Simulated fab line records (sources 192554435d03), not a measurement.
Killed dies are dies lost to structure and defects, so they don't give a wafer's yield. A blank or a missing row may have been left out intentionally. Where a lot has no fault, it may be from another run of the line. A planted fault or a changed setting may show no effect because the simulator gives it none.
Which tool is to blame? / flow n5Finfet / 10 lots, 30 wafers sampled, at 4 steps of a route of 1938

== WHAT THE GAUGES READ, wafer by wafer ==
No reading from a measuring or inspecting step in the record can be judged against a usual standard deviation.

== WHAT TOOL EACH LOT RAN ON (gives the tool, then ch and the chambers of the sampled wafers, and finally the start) ==
lot=L612; N5_BEOL_M11_DESCUM_33=rieDiel-03 ch 2,3, day 11 03:02; N5_BEOL_M11_TRENCH_ETCH_37=rieDiel-03 ch 2,3, day 11 04:05 or earlier; N5_BEOL_M11_PRE_CLEAN_45=pvdSputter-03, day 11 04:05; N5_BEOL_M11_CVD_75=cvdCo-01 ch 0,1,2, day 11 04:50
lot=L615; N5_BEOL_M11_DESCUM_33=rieDiel-02 ch 1,3, day 11 15:09; N5_BEOL_M11_TRENCH_ETCH_37=rieDiel-02 ch 1,3, day 11 16:17 or earlier; N5_BEOL_M11_PRE_CLEAN_45=pvdSputter-03, day 11 16:17; N5_BEOL_M11_CVD_75=cvdCo-02 ch 1,2, day 11 18:16
lot=L618; N5_BEOL_M11_DESCUM_33=rieDiel-03 ch 0,1,2, day 11 18:11; N5_BEOL_M11_TRENCH_ETCH_37=rieDiel-03 ch 0,1,2, day 11 19:16 or earlier; N5_BEOL_M11_PRE_CLEAN_45=pvdSputter-03, day 11 19:16; N5_BEOL_M11_CVD_75=cvdCo-01 ch 1,2, day 11 20:06
lot=L616; N5_BEOL_M11_DESCUM_33=rieDiel-03 ch 0,1,2, day 11 21:23; N5_BEOL_M11_TRENCH_ETCH_37=rieDiel-03 ch 0,1,2, day 11 22:38 or earlier; N5_BEOL_M11_PRE_CLEAN_45=pvdSputter-03, day 11 22:38; N5_BEOL_M11_CVD_75=cvdCo-01 ch 0,2, day 11 23:11
lot=L617; N5_BEOL_M11_DESCUM_33=rieDiel-04 ch 0,1,2, day 11 21:33; N5_BEOL_M11_TRENCH_ETCH_37=rieDiel-04 ch 0,1,2, day 11 22:43 or earlier; N5_BEOL_M11_PRE_CLEAN_45=pvdSputter-02, day 11 22:43; N5_BEOL_M11_CVD_75=cvdCo-02 ch 1,2, day 11 23:13
lot=L619; N5_BEOL_M11_DESCUM_33=rieDiel-03 ch 2,3, day 12 22:09; N5_BEOL_M11_TRENCH_ETCH_37=rieDiel-03 ch 1,2,3, day 12 23:26 or earlier; N5_BEOL_M11_PRE_CLEAN_45=pvdSputter-02, day 12 23:26; N5_BEOL_M11_CVD_75=cvdCo-02 ch 0,1,2, day 12 23:59
lot=L624; N5_BEOL_M11_DESCUM_33=rieDiel-03 ch 1,2, day 14 10:25; N5_BEOL_M11_TRENCH_ETCH_37=rieDiel-03 ch 1,2, day 14 12:49 or earlier; N5_BEOL_M11_PRE_CLEAN_45=pvdSputter-03, day 14 12:49; N5_BEOL_M11_CVD_75=cvdCo-01 ch 1,2, day 14 13:13
lot=L625; N5_BEOL_M11_DESCUM_33=rieDiel-04 ch 0,2,3, day 14 15:13; N5_BEOL_M11_TRENCH_ETCH_37=rieDiel-04 ch 0,2,3, day 14 16:16 or earlier; N5_BEOL_M11_PRE_CLEAN_45=pvdSputter-03, day 14 16:16; N5_BEOL_M11_CVD_75=cvdCo-02 ch 0,2, day 14 16:43
lot=L634; N5_BEOL_M11_DESCUM_33=rieDiel-04 ch 0,1,2, day 16 18:39; N5_BEOL_M11_TRENCH_ETCH_37=rieDiel-04 ch 0,1,2, day 16 19:56 or earlier; N5_BEOL_M11_PRE_CLEAN_45=pvdSputter-03, day 16 19:56; N5_BEOL_M11_CVD_75=cvdCo-02 ch 0,1,2, day 16 20:24
lot=L635; N5_BEOL_M11_DESCUM_33=rieDiel-04 ch 0,1,3, day 17 13:19; N5_BEOL_M11_TRENCH_ETCH_37=rieDiel-04 ch 0,1,3, day 17 14:39 or earlier; N5_BEOL_M11_PRE_CLEAN_45=pvdSputter-02, day 17 14:39; N5_BEOL_M11_CVD_75=cvdCo-02 ch 0,2, day 17 15:46
- N5_BEOL_M11_DESCUM_33: chemistry O2, time 7.9 s.
- N5_BEOL_M11_TRENCH_ETCH_37: etches SiCOH lowk in C4F6/O2, target depth 148.83 nm, time 48 s.
- N5_BEOL_M11_PRE_CLEAN_45: time 30 s.
- N5_BEOL_M11_CVD_75: deposits Co from CCTBA/H2, target thk 2 nm, time 138.9 s.

== AS READ BY THE TOOLS THEMSELVES (means over the sampled wafers that have a number; for cases with no such wafer, the mark the record gives instead) ==
N5_BEOL_M11_DESCUM_33. Usual: chamberPressureMTorr 20.002 mTorr, standard deviation 0.016; drypumpMotorCurrentA 5.7 A, standard deviation 0.48; oesProductAu 0.79 a.u., standard deviation 0.1; rfVppV 242.7 V, standard deviation 1.3; showerheadPlenumPTorr 2.07 Torr, standard deviation 0.067; throttleValvePct 20.3 %, standard deviation 0.3.
lot=L612; tool=rieDiel-03; chamberPressureMTorr (mTorr)=19.983; drypumpMotorCurrentA (A)=5.7; oesProductAu (a.u.)=0.73; rfVppV (V)=243.2; showerheadPlenumPTorr (Torr)=2.09; throttleValvePct (%)=20.7; flag=
lot=L615; tool=rieDiel-02; chamberPressureMTorr (mTorr)=20.004; drypumpMotorCurrentA (A)=6.6; oesProductAu (a.u.)=0.79; rfVppV (V)=242.8; showerheadPlenumPTorr (Torr)=2.07; throttleValvePct (%)=20.2; flag=
lot=L618; tool=rieDiel-03; chamberPressureMTorr (mTorr)=20.004; drypumpMotorCurrentA (A)=5.7; oesProductAu (a.u.)=0.79; rfVppV (V)=242.2; showerheadPlenumPTorr (Torr)=2.10; throttleValvePct (%)=20.5; flag=
lot=L616; tool=rieDiel-03; chamberPressureMTorr (mTorr)=20.010; drypumpMotorCurrentA (A)=5.7; oesProductAu (a.u.)=0.79; rfVppV (V)=242.4; showerheadPlenumPTorr (Torr)=2.10; throttleValvePct (%)=20.5; flag=
lot=L617; tool=rieDiel-04; chamberPressureMTorr (mTorr)=20.008; drypumpMotorCurrentA (A)=5.5; oesProductAu (a.u.)=0.76; rfVppV (V)=241.9; showerheadPlenumPTorr (Torr)=2.01; throttleValvePct (%)=20.2; flag=
lot=L619; tool=rieDiel-03; chamberPressureMTorr (mTorr)=20.029; drypumpMotorCurrentA (A)=5.7; oesProductAu (a.u.)=0.72; rfVppV (V)=242.7; showerheadPlenumPTorr (Torr)=2.09; throttleValvePct (%)=20.7; flag=
lot=L624; tool=rieDiel-03; chamberPressureMTorr (mTorr)=20.003; drypumpMotorCurrentA (A)=6.1; oesProductAu (a.u.)=0.84; rfVppV (V)=243.7; showerheadPlenumPTorr (Torr)=2.11; throttleValvePct (%)=20.2; flag=
lot=L625; tool=rieDiel-04; chamberPressureMTorr (mTorr)=20.014; drypumpMotorCurrentA (A)=5.8; oesProductAu (a.u.)=0.72; rfVppV (V)=242.8; showerheadPlenumPTorr (Torr)=2.01; throttleValvePct (%)=20.3; flag=
lot=L634; tool=rieDiel-04; chamberPressureMTorr (mTorr)=19.992; drypumpMotorCurrentA (A)=5.5; oesProductAu (a.u.)=0.72; rfVppV (V)=241.3; showerheadPlenumPTorr (Torr)=2.00; throttleValvePct (%)=20.3; flag=
lot=L635; tool=rieDiel-04; chamberPressureMTorr (mTorr)=20.008; drypumpMotorCurrentA (A)=5.8; oesProductAu (a.u.)=0.79; rfVppV (V)=240.8; showerheadPlenumPTorr (Torr)=1.98; throttleValvePct (%)=20.2; flag=

N5_BEOL_M11_TRENCH_ETCH_37. Usual: chamberPressureMTorr 30.002 mTorr, standard deviation 0.024; drypumpMotorCurrentA 5.7 A, standard deviation 0.48; oesProductAu 0.79 a.u., standard deviation 0.1; rfVppV 667 V, standard deviation 12; showerheadPlenumPTorr 2.81 Torr, standard deviation 0.087; throttleValvePct 20.77 %, standard deviation 0.27.
lot=L612; tool=rieDiel-03; chamberPressureMTorr (mTorr)=29.994; drypumpMotorCurrentA (A)=5.7; oesProductAu (a.u.)=0.73; rfVppV (V)=672; showerheadPlenumPTorr (Torr)=2.83; throttleValvePct (%)=21.00; flag=
lot=L615; tool=rieDiel-02; chamberPressureMTorr (mTorr)=29.998; drypumpMotorCurrentA (A)=6.6; oesProductAu (a.u.)=0.78; rfVppV (V)=674; showerheadPlenumPTorr (Torr)=2.83; throttleValvePct (%)=20.75; flag=
lot=L618; tool=rieDiel-03; chamberPressureMTorr (mTorr)=30.004; drypumpMotorCurrentA (A)=5.7; oesProductAu (a.u.)=0.79; rfVppV (V)=673; showerheadPlenumPTorr (Torr)=2.85; throttleValvePct (%)=20.96; flag=
lot=L616; tool=rieDiel-03; chamberPressureMTorr (mTorr)=29.990; drypumpMotorCurrentA (A)=5.7; oesProductAu (a.u.)=0.79; rfVppV (V)=673; showerheadPlenumPTorr (Torr)=2.85; throttleValvePct (%)=20.96; flag=
lot=L617; tool=rieDiel-04; chamberPressureMTorr (mTorr)=29.985; drypumpMotorCurrentA (A)=5.5; oesProductAu (a.u.)=0.75; rfVppV (V)=663; showerheadPlenumPTorr (Torr)=2.73; throttleValvePct (%)=20.64; flag=
lot=L619; tool=rieDiel-03; chamberPressureMTorr (mTorr)=29.988; drypumpMotorCurrentA (A)=5.9; oesProductAu (a.u.)=0.81; rfVppV (V)=673; showerheadPlenumPTorr (Torr)=2.85; throttleValvePct (%)=20.73; flag=
lot=L624; tool=rieDiel-03; chamberPressureMTorr (mTorr)=30.022; drypumpMotorCurrentA (A)=6.1; oesProductAu (a.u.)=0.85; rfVppV (V)=676; showerheadPlenumPTorr (Torr)=2.87; throttleValvePct (%)=20.62; flag=
lot=L625; tool=rieDiel-04; chamberPressureMTorr (mTorr)=29.990; drypumpMotorCurrentA (A)=5.7; oesProductAu (a.u.)=0.71; rfVppV (V)=658; showerheadPlenumPTorr (Torr)=2.75; throttleValvePct (%)=20.83; flag=
lot=L634; tool=rieDiel-04; chamberPressureMTorr (mTorr)=30.011; drypumpMotorCurrentA (A)=5.4; oesProductAu (a.u.)=0.72; rfVppV (V)=663; showerheadPlenumPTorr (Torr)=2.71; throttleValvePct (%)=20.70; flag=
lot=L635; tool=rieDiel-04; chamberPressureMTorr (mTorr)=30.018; drypumpMotorCurrentA (A)=5.8; oesProductAu (a.u.)=0.79; rfVppV (V)=662; showerheadPlenumPTorr (Torr)=2.71; throttleValvePct (%)=20.72; flag=

N5_BEOL_M11_PRE_CLEAN_45. Usual: heaterPowerW 333 W, standard deviation 27.
lot=L612; tool=pvdSputter-03; heaterPowerW (W)=335; flag=
lot=L615; tool=pvdSputter-03; heaterPowerW (W)=303; flag=
lot=L618; tool=pvdSputter-03; heaterPowerW (W)=308; flag=
lot=L616; tool=pvdSputter-03; heaterPowerW (W)=328; flag=
lot=L617; tool=pvdSputter-02; heaterPowerW (W)=351; flag=
lot=L619; tool=pvdSputter-02; heaterPowerW (W)=337; flag=
lot=L624; tool=pvdSputter-03; heaterPowerW (W)=306; flag=
lot=L625; tool=pvdSputter-03; heaterPowerW (W)=355; flag=
lot=L634; tool=pvdSputter-03; heaterPowerW (W)=332; flag=
lot=L635; tool=pvdSputter-02; heaterPowerW (W)=333; flag=

N5_BEOL_M11_CVD_75. Usual: runLengthS 162.1 s, standard deviation 0.47.
lot=L612; tool=cvdCo-01; runLengthS (s)=161.6; flag=
lot=L615; tool=cvdCo-02; runLengthS (s)=162.2; flag=
lot=L618; tool=cvdCo-01; runLengthS (s)=161.6; flag=
lot=L616; tool=cvdCo-01; runLengthS (s)=161.6; flag=
lot=L617; tool=cvdCo-02; runLengthS (s)=162.3; flag=
lot=L619; tool=cvdCo-02; runLengthS (s)=162.2; flag=
lot=L624; tool=cvdCo-01; runLengthS (s)=142.7; flag=OFF
lot=L625; tool=cvdCo-02; runLengthS (s)=162.1; flag=
lot=L634; tool=cvdCo-02; runLengthS (s)=162.1; flag=
lot=L635; tool=cvdCo-02; runLengthS (s)=162.3; flag=

== THE ANSWER, worked out from the rows above alone ==
Rule: lot off if the mean of its wafers having a number is beyond 3 standard deviations from the usual mean. Also off: a lot with no number at a reading for which 4 or more lots have one. Where the step has rows for the other lots, those lots are counted as sound. Order of review: gauges by route order, followed by the tools' own readings, for which a lot's mean as printed above is used. The first step at which some lot is off is used, and at that step the reading that is off furthest; a lot without a number counts as furthest.
Off: L624 (N5_BEOL_M11_CVD_75, runLengthS).
A tool fits if, at that step or a process step before it, it ran every lot that is off, and no sound lot after the first of them. N5_BEOL_M11_TRENCH_ETCH_37 gives no start for some lots, so the hours and the order of its lots are those of N5_BEOL_M11_PRE_CLEAN_45. Undecided on this evidence; 2 tools fit (rieDiel-03 at N5_BEOL_M11_DESCUM_33 and N5_BEOL_M11_TRENCH_ETCH_37, cvdCo-01 at N5_BEOL_M11_CVD_75).

== WHAT HAD BEEN PUT IN BY THE SIMULATOR ==
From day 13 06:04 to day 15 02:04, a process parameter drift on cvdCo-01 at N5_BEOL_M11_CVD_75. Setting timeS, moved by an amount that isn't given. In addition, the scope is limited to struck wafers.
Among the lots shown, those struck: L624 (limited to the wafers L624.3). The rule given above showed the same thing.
